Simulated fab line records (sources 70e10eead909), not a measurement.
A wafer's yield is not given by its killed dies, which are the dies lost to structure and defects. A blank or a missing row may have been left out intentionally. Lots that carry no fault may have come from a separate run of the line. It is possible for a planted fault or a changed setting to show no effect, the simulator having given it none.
The same fault as seen by 3 desks :: flow nand_harc :: numbers are kept per desk, each desk with only its own; the story behind them comes last

THE TOOL OWNER'S DESK: pvd_sputter-01
The tool's own readings at NHARC_A_M0_PVD_20 (deposits TaN, target thk 5 nm, time 8.06 s): means of the sampled wafers that have a number, for each lot that ran on this tool. The brackets show how far a lot's mean lies from the usual mean; more than 4 standard deviations puts the lot out of limits, marked OUT.
Columns: A = cathode_dc_power_W at NHARC_A_M0_PVD_20, usual 15000 W; B = throttle_valve_pct at NHARC_A_M0_PVD_20, usual 30.2 %
lot: L635
first seen here: day 25 01:32
A: 15000
B: 29.6

lot: L644
first seen here: day 28 07:46
A: 15000
B: 28.5
Finding of this desk: none of the 2 lots has anything out of limits.

THE METROLOGY DESK
What the gauges read, lot by lot, whatever tool the lot ran on: means of the sampled wafers that have a number. The brackets show how far a lot's mean lies from the usual mean; more than 4 standard deviations puts the lot out of limits, marked OUT.
Columns: A = cd_nm at NHARC_A_M0_CD_MEAS_09, usual 79.9 nm; B = overlay_x_nm at NHARC_A_M0_OVL_MEAS_10, usual -0.1 nm; C = overlay_y_nm at NHARC_A_M0_OVL_MEAS_10, usual -0.4 nm; D = cd_nm at NHARC_A_M0_CD_MEAS_16, usual 79.9 nm
lot: L635
first seen here: day 25 00:19
A: 79.2
B: -0.1
C: 0.6
D: 79.2

lot: L642
first seen here: day 27 06:11
A: 79.2
B: -0.2
C: 0.7
D: 80.6

lot: L644
first seen here: day 28 06:33
A: 81.2
B: -1.1
C: -1.0
D: 81.0

lot: L650
first seen here: day 31 01:01
A: 81.1
B: 0.2
C: -0.8
D: 81.1

lot: L651
first seen here: day 31 21:52
A: 79.0
B: -1.2
C: 0.2
D: 78.9
Finding of this desk: none of the 5 lots has anything out of limits.

THE DEFECT DESK
For each lot, the counts of the inspections along the route, averaged over the sampled wafers that have a number. The brackets show how far a lot's mean lies from the usual mean; more than 4 standard deviations puts the lot out of limits, marked OUT.
Columns: A = raw_defect_count at NHARC_A_M0_INSPECT_11, usual 85
lot: L635
first seen here: day 25 00:27
A: 92

lot: L642
first seen here: day 27 06:19
A: 121

lot: L644
first seen here: day 28 06:40
A: 121

lot: L650
first seen here: day 31 01:08
A: 21

lot: L651
first seen here: day 31 21:59
A: 50
Finding of this desk: none of the 5 lots has anything out of limits.

ALL TOGETHER
The tool owner's desk saw nothing out of limits.
At the metrology desk, nothing out of limits was observed.
No out-of-limits result turned up at the defect desk.

WHAT THE SIMULATOR PUT IN
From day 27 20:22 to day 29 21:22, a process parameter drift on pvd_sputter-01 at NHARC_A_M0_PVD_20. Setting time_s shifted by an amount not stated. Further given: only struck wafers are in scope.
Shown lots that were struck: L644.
